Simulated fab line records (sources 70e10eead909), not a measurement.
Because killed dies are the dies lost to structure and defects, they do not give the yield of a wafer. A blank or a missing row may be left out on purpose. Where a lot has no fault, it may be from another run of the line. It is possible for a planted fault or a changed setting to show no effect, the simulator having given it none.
Which tool did it? || flow nand_harc || Sampling: 12 lots, 36 wafers, 5 of 1302 route steps

== WHAT EACH GAUGE READ, for each wafer ==
NHARC_END_SORT_01.
{"lot": "L360", "measured": "day 31 22:51", "on": "prober-02", "killed_at_array": "670 669 54", "killed_at_other": "2 0 1", "killed_at_periphery": "5 8 3", "killed_dies": "677 677 58", "killed_open": "8 6 4", "killed_short": "3 4 4"}
{"lot": "L363", "measured": "day 33 02:05", "on": "prober-01", "killed_at_array": "52 673 72", "killed_at_other": "0 1 0", "killed_at_periphery": "3 3 3", "killed_dies": "55 677 75", "killed_open": "3 2 6", "killed_short": "2 0 1"}

== EACH LOT AND THE TOOL THAT RAN IT (in order: tool; ch and the chambers of the sampled wafers; start) ==
{"lot": "L344", "NHARC_A_SLIT_STRIP_18": "rie_diel-05 ch 0,1,2, day 21 05:48 or earlier", "NHARC_A_WL_FILL_CVD_03": "cvd_w-01 ch 0,1, day 21 05:48", "NHARC_A_WL_FILL_ETCHBACK_04": "rie_metal-01 ch 0,1, day 21 06:07", "NHARC_A_WL_FILL_STRIP_27": "plasma_asher-02 ch 0,1, day 21 06:30"}
{"lot": "L346", "NHARC_A_SLIT_STRIP_18": "rie_diel-03 ch 0,2, day 21 09:38 or earlier", "NHARC_A_WL_FILL_CVD_03": "cvd_w-02 ch 0, day 21 09:38", "NHARC_A_WL_FILL_ETCHBACK_04": "rie_metal-02 ch 0,1, day 21 10:21", "NHARC_A_WL_FILL_STRIP_27": "plasma_asher-01 ch 0,1, day 21 10:43"}
{"lot": "L345", "NHARC_A_SLIT_STRIP_18": "rie_diel-03 ch 1,2,3, day 22 01:56 or earlier", "NHARC_A_WL_FILL_CVD_03": "cvd_w-01 ch 0,1, day 22 01:56", "NHARC_A_WL_FILL_ETCHBACK_04": "rie_metal-03 ch 0,1, day 22 02:18", "NHARC_A_WL_FILL_STRIP_27": "plasma_asher-02 ch 0,1, day 22 02:45"}
{"lot": "L349", "NHARC_A_SLIT_STRIP_18": "rie_diel-05 ch 0,1,2, day 22 12:45 or earlier", "NHARC_A_WL_FILL_CVD_03": "cvd_w-02 ch 0,1, day 22 12:45", "NHARC_A_WL_FILL_ETCHBACK_04": "rie_metal-03 ch 0,1, day 22 13:07", "NHARC_A_WL_FILL_STRIP_27": "plasma_asher-02 ch 0,1, day 22 13:31"}
{"lot": "L351", "NHARC_A_SLIT_STRIP_18": "rie_diel-07 ch 1,3, day 23 11:34 or earlier", "NHARC_A_WL_FILL_CVD_03": "cvd_w-01 ch 1, day 23 11:34", "NHARC_A_WL_FILL_ETCHBACK_04": "rie_metal-02 ch 0,1, day 23 11:56", "NHARC_A_WL_FILL_STRIP_27": "plasma_asher-01 ch 0,1, day 23 12:19"}
{"lot": "L350", "NHARC_A_SLIT_STRIP_18": "rie_diel-05 ch 0,1,2, day 23 11:34 or earlier", "NHARC_A_WL_FILL_CVD_03": "cvd_w-02 ch 0,1, day 23 11:34", "NHARC_A_WL_FILL_ETCHBACK_04": "rie_metal-03 ch 0,1, day 23 11:57", "NHARC_A_WL_FILL_STRIP_27": "plasma_asher-02 ch 0,1, day 23 12:20"}
{"lot": "L352", "NHARC_A_SLIT_STRIP_18": "rie_diel-07 ch 0,3, day 24 08:02 or earlier", "NHARC_A_WL_FILL_CVD_03": "cvd_w-02 ch 0,1, day 24 08:02", "NHARC_A_WL_FILL_ETCHBACK_04": "rie_metal-01 ch 0,1, day 24 08:23", "NHARC_A_WL_FILL_STRIP_27": "plasma_asher-01 ch 0,1, day 24 08:46"}
{"lot": "L353", "NHARC_A_SLIT_STRIP_18": "rie_diel-03 ch 1,2,3, day 24 20:21 or earlier", "NHARC_A_WL_FILL_CVD_03": "cvd_w-01 ch 0,1, day 24 20:21", "NHARC_A_WL_FILL_ETCHBACK_04": "rie_metal-02 ch 1, day 24 20:46", "NHARC_A_WL_FILL_STRIP_27": "plasma_asher-01 ch 0,1, day 24 21:07"}
{"lot": "L360", "NHARC_A_SLIT_STRIP_18": "rie_diel-05 ch 0,2,3, day 27 20:06 or earlier", "NHARC_A_WL_FILL_CVD_03": "cvd_w-02 ch 0,1, day 27 20:06", "NHARC_A_WL_FILL_ETCHBACK_04": "rie_metal-01 ch 0,1, day 27 20:31", "NHARC_A_WL_FILL_STRIP_27": "plasma_asher-02 ch 0,1, day 27 20:52"}
{"lot": "L364", "NHARC_A_SLIT_STRIP_18": "rie_diel-05 ch 0,1, day 28 14:19 or earlier", "NHARC_A_WL_FILL_CVD_03": "cvd_w-01 ch 0,1, day 28 14:19", "NHARC_A_WL_FILL_ETCHBACK_04": "rie_metal-02 ch 0,1, day 28 14:43", "NHARC_A_WL_FILL_STRIP_27": "plasma_asher-01 ch 0,1, day 28 15:05"}
{"lot": "L363", "NHARC_A_SLIT_STRIP_18": "rie_diel-03 ch 0,1,3, day 28 14:31 or earlier", "NHARC_A_WL_FILL_CVD_03": "cvd_w-02 ch 0,1, day 28 14:31", "NHARC_A_WL_FILL_ETCHBACK_04": "rie_metal-01 ch 0,1, day 28 14:53", "NHARC_A_WL_FILL_STRIP_27": "plasma_asher-02 ch 0,1, day 28 15:16"}
{"lot": "L365", "NHARC_A_SLIT_STRIP_18": "rie_diel-07 ch 0,2,3, day 29 05:21 or earlier", "NHARC_A_WL_FILL_CVD_03": "cvd_w-01 ch 0,1, day 29 05:21", "NHARC_A_WL_FILL_ETCHBACK_04": "rie_metal-03 ch 0,1, day 29 05:43", "NHARC_A_WL_FILL_STRIP_27": "plasma_asher-01 ch 0,1, day 29 06:06"}
- NHARC_A_SLIT_STRIP_18: strips in O2.
- NHARC_A_WL_FILL_CVD_03: deposits W, target thk 40 nm, time 279 s.
- NHARC_A_WL_FILL_ETCHBACK_04: etches the open film in NF3, target depth 60 nm, time 120 s.
- NHARC_A_WL_FILL_STRIP_27: strips in N2/H2, time 20 s.

== WHAT THE TOOLS THEMSELVES READ (means of the sampled wafers that have a number; where no wafer has one, the mark that the record gives instead) ==
NHARC_A_SLIT_STRIP_18.
{"lot": "L344", "tool": "rie_diel-05", "drypump_motor_current_A (A)": 5.7, "oes_product_au (a.u.)": 1.003, "rf_vpp_V (V)": 59.6, "showerhead_plenum_p_Torr (Torr)": 3.69, "throttle_valve_pct (%)": 17.035}
{"lot": "L346", "tool": "rie_diel-03", "drypump_motor_current_A (A)": 6.2, "oes_product_au (a.u.)": 1.017, "rf_vpp_V (V)": 58.1, "showerhead_plenum_p_Torr (Torr)": 3.65, "throttle_valve_pct (%)": 17.033}
{"lot": "L345", "tool": "rie_diel-03", "drypump_motor_current_A (A)": 5.8, "oes_product_au (a.u.)": 1.001, "rf_vpp_V (V)": 57.8, "showerhead_plenum_p_Torr (Torr)": 3.50, "throttle_valve_pct (%)": 17.042}
{"lot": "L349", "tool": "rie_diel-05", "drypump_motor_current_A (A)": 5.7, "oes_product_au (a.u.)": 1.001, "rf_vpp_V (V)": 58.1, "showerhead_plenum_p_Torr (Torr)": 3.69, "throttle_valve_pct (%)": 17.038}
{"lot": "L351", "tool": "rie_diel-07", "drypump_motor_current_A (A)": 5.7, "oes_product_au (a.u.)": 0.995, "rf_vpp_V (V)": 57.9, "showerhead_plenum_p_Torr (Torr)": 3.47, "throttle_valve_pct (%)": 17.050}
{"lot": "L350", "tool": "rie_diel-05", "drypump_motor_current_A (A)": 5.7, "oes_product_au (a.u.)": 0.995, "rf_vpp_V (V)": 57.7, "showerhead_plenum_p_Torr (Torr)": 3.69, "throttle_valve_pct (%)": 17.030}
{"lot": "L352", "tool": "rie_diel-07", "drypump_motor_current_A (A)": 6.2, "oes_product_au (a.u.)": 0.997, "rf_vpp_V (V)": 57.2, "showerhead_plenum_p_Torr (Torr)": 3.53, "throttle_valve_pct (%)": 17.040}
{"lot": "L353", "tool": "rie_diel-03", "drypump_motor_current_A (A)": 5.9, "oes_product_au (a.u.)": 1.003, "rf_vpp_V (V)": 58.0, "showerhead_plenum_p_Torr (Torr)": 3.50, "throttle_valve_pct (%)": 17.035}
{"lot": "L360", "tool": "rie_diel-05", "drypump_motor_current_A (A)": 5.8, "oes_product_au (a.u.)": 1.010, "rf_vpp_V (V)": 58.6, "showerhead_plenum_p_Torr (Torr)": 3.67, "throttle_valve_pct (%)": 17.037}
{"lot": "L364", "tool": "rie_diel-05", "drypump_motor_current_A (A)": 6.1, "oes_product_au (a.u.)": 1.000, "rf_vpp_V (V)": 58.3, "showerhead_plenum_p_Torr (Torr)": 3.63, "throttle_valve_pct (%)": 17.040}
{"lot": "L363", "tool": "rie_diel-03", "drypump_motor_current_A (A)": 5.5, "oes_product_au (a.u.)": 1.000, "rf_vpp_V (V)": 57.4, "showerhead_plenum_p_Torr (Torr)": 3.38, "throttle_valve_pct (%)": 17.037}
{"lot": "L365", "tool": "rie_diel-07", "drypump_motor_current_A (A)": 5.9, "oes_product_au (a.u.)": 1.001, "rf_vpp_V (V)": 57.2, "showerhead_plenum_p_Torr (Torr)": 3.50, "throttle_valve_pct (%)": 17.042}

NHARC_A_WL_FILL_CVD_03.
{"lot": "L344", "tool": "cvd_w-01", "heater_power_w (W)": 506, "throttle_valve_pct (%)": 7.98}
{"lot": "L346", "tool": "cvd_w-02", "heater_power_w (W)": 424, "throttle_valve_pct (%)": 8.03}
{"lot": "L345", "tool": "cvd_w-01", "heater_power_w (W)": 498, "throttle_valve_pct (%)": 8.00}
{"lot": "L349", "tool": "cvd_w-02", "heater_power_w (W)": 447, "throttle_valve_pct (%)": 8.20}
{"lot": "L351", "tool": "cvd_w-01", "heater_power_w (W)": 529, "throttle_valve_pct (%)": 8.13}
{"lot": "L350", "tool": "cvd_w-02", "heater_power_w (W)": 442, "throttle_valve_pct (%)": 8.10}
{"lot": "L352", "tool": "cvd_w-02", "heater_power_w (W)": 451, "throttle_valve_pct (%)": 8.08}
{"lot": "L353", "tool": "cvd_w-01", "heater_power_w (W)": 506, "throttle_valve_pct (%)": 8.12}
{"lot": "L360", "tool": "cvd_w-02", "heater_power_w (W)": 468, "throttle_valve_pct (%)": 8.06}
{"lot": "L364", "tool": "cvd_w-01", "heater_power_w (W)": 515, "throttle_valve_pct (%)": 8.17}
{"lot": "L363", "tool": "cvd_w-02", "heater_power_w (W)": 459, "throttle_valve_pct (%)": 8.11}
{"lot": "L365", "tool": "cvd_w-01", "heater_power_w (W)": 508, "throttle_valve_pct (%)": 8.09}

NHARC_A_WL_FILL_ETCHBACK_04.
{"lot": "L344", "tool": "rie_metal-01", "drypump_motor_current_A (A)": 5.5, "he_backside_leak_sccm (sccm)": 3.59, "oes_product_au (a.u.)": 0.994}
{"lot": "L346", "tool": "rie_metal-02", "drypump_motor_current_A (A)": 6.6, "he_backside_leak_sccm (sccm)": 3.22, "oes_product_au (a.u.)": 0.995}
{"lot": "L345", "tool": "rie_metal-03", "drypump_motor_current_A (A)": 5.7, "he_backside_leak_sccm (sccm)": 3.21, "oes_product_au (a.u.)": 1.005}
{"lot": "L349", "tool": "rie_metal-03", "drypump_motor_current_A (A)": 5.4, "he_backside_leak_sccm (sccm)": 3.33, "oes_product_au (a.u.)": 1.007}
{"lot": "L351", "tool": "rie_metal-02", "drypump_motor_current_A (A)": 6.6, "he_backside_leak_sccm (sccm)": 3.31, "oes_product_au (a.u.)": 1.009}
{"lot": "L350", "tool": "rie_metal-03", "drypump_motor_current_A (A)": 5.7, "he_backside_leak_sccm (sccm)": 3.27, "oes_product_au (a.u.)": 1.005}
{"lot": "L352", "tool": "rie_metal-01", "drypump_motor_current_A (A)": 5.9, "he_backside_leak_sccm (sccm)": 3.58, "oes_product_au (a.u.)": 1.001}
{"lot": "L353", "tool": "rie_metal-02", "drypump_motor_current_A (A)": 6.6, "he_backside_leak_sccm (sccm)": 3.34, "oes_product_au (a.u.)": 1.006}
{"lot": "L360", "tool": "rie_metal-01", "drypump_motor_current_A (A)": 5.5, "he_backside_leak_sccm (sccm)": 3.67, "oes_product_au (a.u.)": 0.826}
{"lot": "L364", "tool": "rie_metal-02", "drypump_motor_current_A (A)": 6.6, "he_backside_leak_sccm (sccm)": 3.21, "oes_product_au (a.u.)": 1.003}
{"lot": "L363", "tool": "rie_metal-01", "drypump_motor_current_A (A)": 5.9, "he_backside_leak_sccm (sccm)": 3.67, "oes_product_au (a.u.)": 0.923}
{"lot": "L365", "tool": "rie_metal-03", "drypump_motor_current_A (A)": 5.7, "he_backside_leak_sccm (sccm)": 3.32, "oes_product_au (a.u.)": 1.005}

NHARC_A_WL_FILL_STRIP_27.
{"lot": "L344", "tool": "plasma_asher-02", "drypump_motor_current_A (A)": 5.3, "heater_power_w (W)": 336, "temp_c (C)": 250.24}
{"lot": "L346", "tool": "plasma_asher-01", "drypump_motor_current_A (A)": 6.0, "heater_power_w (W)": 326, "temp_c (C)": 249.81}
{"lot": "L345", "tool": "plasma_asher-02", "drypump_motor_current_A (A)": 5.3, "heater_power_w (W)": 338, "temp_c (C)": 250.04}
{"lot": "L349", "tool": "plasma_asher-02", "drypump_motor_current_A (A)": 5.4, "heater_power_w (W)": 347, "temp_c (C)": 250.22}
{"lot": "L351", "tool": "plasma_asher-01", "drypump_motor_current_A (A)": 6.0, "heater_power_w (W)": 332, "temp_c (C)": 250.02}
{"lot": "L350", "tool": "plasma_asher-02", "drypump_motor_current_A (A)": 5.3, "heater_power_w (W)": 342, "temp_c (C)": 249.60}
{"lot": "L352", "tool": "plasma_asher-01", "drypump_motor_current_A (A)": 5.4, "heater_power_w (W)": 337, "temp_c (C)": 250.03}
{"lot": "L353", "tool": "plasma_asher-01", "drypump_motor_current_A (A)": 5.4, "heater_power_w (W)": 335, "temp_c (C)": 250.01}
{"lot": "L360", "tool": "plasma_asher-02", "drypump_motor_current_A (A)": 5.3, "heater_power_w (W)": 330, "temp_c (C)": 249.85}
{"lot": "L364", "tool": "plasma_asher-01", "drypump_motor_current_A (A)": 6.0, "heater_power_w (W)": 325, "temp_c (C)": 250.06}
{"lot": "L363", "tool": "plasma_asher-02", "drypump_motor_current_A (A)": 5.4, "heater_power_w (W)": 336, "temp_c (C)": 250.02}
{"lot": "L365", "tool": "plasma_asher-01", "drypump_motor_current_A (A)": 6.0, "heater_power_w (W)": 330, "temp_c (C)": 250.04}

== THE ANSWER, worked out from the rows above alone ==
Rule: usual is defined by the lots themselves. The widest of any qualifying gaps counts: lots, ordered by their means at a reading, are off when they make up no more than a third of the lots, leave a main group of 4 or more, and stand apart from it by 3 or more times the standard deviation of that group's means. Not used: any main group whose means are identical at the precision the tables above print for the reading. A lot without any number at a reading at which 4 lots or more have one is off too. All remaining lots with rows at the step are treated as sound. After the gauges, taken in route order, come the tools' own readings; for these a lot's mean is taken, as printed above. The first step at which some lot is off is used, and at that step the reading that is off furthest; a lot without a number counts as furthest.
Off: L360, L363 (NHARC_A_WL_FILL_ETCHBACK_04, oes_product_au). Mean 1.003 a.u. and standard deviation 0.0047 in the main group.
If a tool, at that step or one of the process steps before it, ran each lot that is off and ran no sound lot following the first of them, it fits. With no start given for some of its lots, NHARC_A_SLIT_STRIP_18 uses the hours and lot order of NHARC_A_WL_FILL_CVD_03. This does not decide it: 2 tools fit, namely cvd_w-02 at NHARC_A_WL_FILL_CVD_03 and rie_metal-01 at NHARC_A_WL_FILL_ETCHBACK_04.

== WHAT WAS PUT IN BY THE SIMULATOR ==
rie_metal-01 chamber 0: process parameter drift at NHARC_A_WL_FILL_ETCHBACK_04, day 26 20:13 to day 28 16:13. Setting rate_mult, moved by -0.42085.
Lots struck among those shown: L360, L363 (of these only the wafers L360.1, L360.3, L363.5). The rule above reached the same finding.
